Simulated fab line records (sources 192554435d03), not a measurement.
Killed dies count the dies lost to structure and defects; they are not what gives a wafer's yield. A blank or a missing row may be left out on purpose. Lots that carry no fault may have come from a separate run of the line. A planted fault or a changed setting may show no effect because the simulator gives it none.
Matching of chambers ; flow n5Finfet ; 3 sister chambers for N5_BEOL_M4_CO_CAP_55 on cvdCo-02
The step material Co, precursor CCTBA/H2, target thk 2 nm, time 102.1 s. 3 wafers are shown with their chamber, then 7 later ones without.

== WAFERS, EACH WITH ITS CHAMBER ==
wafer;chamber;heaterPowerW (W)
L081.6;1;276
L093.2;2;231
L093.3;0;183

== WAFERS WITH NO CHAMBER GIVEN ==
wafer;heaterPowerW (W)
L093.5;230
L092.4;184
L092.5;233
L092.6;271
L097.1;269
L097.3;229
L097.5;231

== THE CHAMBER EACH PASSED THROUGH ==
wafer;from the rows above;in truth
L093.5;2;2
L092.4;0;0
L092.5;2;2
L092.6;1;1
L097.1;1;1
L097.3;2;2
L097.5;2;2
Placed correctly: 7 of 7. From these rows, 0 cannot be placed. Number placed wrongly: 0.
How it was worked out, from the rows above alone: a wafer's distance from a chamber is the root of the sum, over the readings, of the square of ((its reading less the chamber's mean) divided by the reading's scatter). If the next closest chamber is less than 2 further off than the closest, the wafer can't be placed; otherwise it belongs to the closest. Each chamber's mean is taken over the wafers shown for it. The scatter: with one shown wafer a chamber, the root of the mean of the squares of how far each hidden wafer lies from its nearest shown one.
